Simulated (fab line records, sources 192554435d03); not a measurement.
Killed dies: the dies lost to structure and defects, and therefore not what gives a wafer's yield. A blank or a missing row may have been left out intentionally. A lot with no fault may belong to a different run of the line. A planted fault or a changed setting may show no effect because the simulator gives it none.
8D (eight disciplines) problem report, filled in by code ; flow n5-finfet ; the parts of the form that need people (team, actions taken, sign-off) are left out

1. THE ISSUE
Across 2 wafers from 2 lots, HMC_CMP_THK at N5_PMOS_HMC_CHANNEL_EPI_THK_MEAS_22 averages 59.0 nm, while fault-free wafers read 53.7 nm with a standard deviation of 0.68. Measured from the usual mean, that is +7.8 standard deviations.
The first sign was on wafer L635.1 at day 5 08:52, on film-metro-02. The record has a number at this step for 27 wafers belonging to 9 lots. By rule, "out" or "out of limits" means more than 4 standard deviations away from the usual mean. The other wafers with a number count as sound.

2. WHAT IT IS, WHAT IT ISN'T
question;is;is not
which readings at this step;HMC_CMP_THK;-
which lots;L635, L636;L621, L626, L631, L633, L634, L642, L644
which wafers of those lots;L635.1, L636.1;L635.4, L635.6, L636.2, L636.4
read on which gauges;film-metro-02;film-metro-01
when;from day 5 08:52;"up to then (17 sound wafers); but 8 sound wafers of L636, L642, L644 came after"

3. SUSPECTS, AND WHAT RULES EACH OUT
Counting: if a tool at a process step up to the reading ran every lot that is out, it stays a suspect. Sound lots after the first of them don't rule it out here, since some wafers of a struck lot are sound.
- the gauge at N5_PMOS_HMC_CHANNEL_EPI_THK_MEAS_22 is ruled out. All the wafers that are out were read on film-metro-02, but those of them that N5_BEOL_M4_RC_MEAS_101 has rows for are out there too, on other tools.
- rie-si-01 at N5_PMOS_HMC_CHANNEL_EPI_FIN_RECESS_16 (chemistry HBr/Cl2, target Si, target depth 54 nm, time 18 s): kept. Every lot that is out went through it, the first being L635 (day 5 07:04); the last sound lot it ran before that was L633 (day 4 18:55).
- cmp-01 at N5_PMOS_HMC_CHANNEL_EPI_CMP_21 (polishes SiGe30, target thk 54 nm): kept. Every lot that is out went through it, the first being L635 (day 5 08:37); the last sound lot it ran before that was L633 (day 4 20:25).
- Within rie-si-01 at N5_PMOS_HMC_CHANNEL_EPI_FIN_RECESS_16: the wafers that are out ran in chambers 2, 3; their sound lot-mates ran in chambers 0, 1.
- In cmp-01 at N5_PMOS_HMC_CHANNEL_EPI_CMP_21, the wafers that are out were processed in chamber 2 and their sound lot-mates in chambers 0, 1.
What counting leaves: rie-si-01 at N5_PMOS_HMC_CHANNEL_EPI_FIN_RECESS_16 and cmp-01 at N5_PMOS_HMC_CHANNEL_EPI_CMP_21.

4. THE CAUSE (what the simulator had put in)
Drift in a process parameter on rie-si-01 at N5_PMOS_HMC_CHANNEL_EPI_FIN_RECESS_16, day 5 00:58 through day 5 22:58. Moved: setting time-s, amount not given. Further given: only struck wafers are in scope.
2 suspects survive the count, and this tool is in that group.

5. THE EFFECT CHAIN, in route order
One row per reading whose mean, taken over the struck wafers that have a number, lies over 3 standard deviations from the usual. Only readings whose record carries a usual standard deviation are examined. hours: median over the lots of the time between each lot's start at the first step of this table that gives one and its start at this step. sigmas: the change, counted in usual standard deviations.
hours;step;reading;usual;on struck wafers;change;sigmas
0;N5_PMOS_HMC_CHANNEL_EPI_THK_MEAS_22;HMC_CMP_THK;53.7 nm;59.0;+5.3;+7.8
144;N5_BEOL_M4_RC_MEAS_101;CJ_P;5.81;3.66;-2.15;-13
144;N5_BEOL_M4_RC_MEAS_101;DIBL_P;36.1 mV/V;48.8;+12.7;+8.0
144;N5_BEOL_M4_RC_MEAS_101;IOFF_P;0.209 nA/um;1.224;+1.015;+38
144;N5_BEOL_M4_RC_MEAS_101;IOFF_P_85C;3.6 nA/um;15.8;+12.2;+31
144;N5_BEOL_M4_RC_MEAS_101;IOFF_P_LIN;0.100 nA/um;0.150;+0.050;+5.0
144;N5_BEOL_M4_RC_MEAS_101;IOFF_P_LONG;0.000107 nA/um;0.000075;-0.000032;-3.6
144;N5_BEOL_M4_RC_MEAS_101;ION_P;462 uA/um;436;-26;-4.9
144;N5_BEOL_M4_RC_MEAS_101;SS_P;73.2 mV/dec;87.3;+14.1;+28
250;N5_PASSIVATION_PROBE_49;sort-n-pass;1078;35;-1043;-58
250;N5_PASSIVATION_PROBE_49;sort-yield-pct;91.3 %;3.0;-88.3;-59
Process steps it contains:
- N5_PASSIVATION_PROBE_49

6. HOW IT WOULD HAVE BEEN CAUGHT EARLIER
In this record the first reading out of limits at a measuring or inspecting step was taken at day 5 08:52, 8 hours after the fault began at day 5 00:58.
No tool reading at N5_PMOS_HMC_CHANNEL_EPI_FIN_RECESS_16 that has a usual standard deviation in the record was out on any struck wafer, so an alarm limit of 4 standard deviations on those readings would not have fired.
Lots out: 2; of these, L636 started N5_PMOS_HMC_CHANNEL_EPI_FIN_RECESS_16 on rie-si-01 after day 5 08:52. A hold on the tool at that time would have spared it.
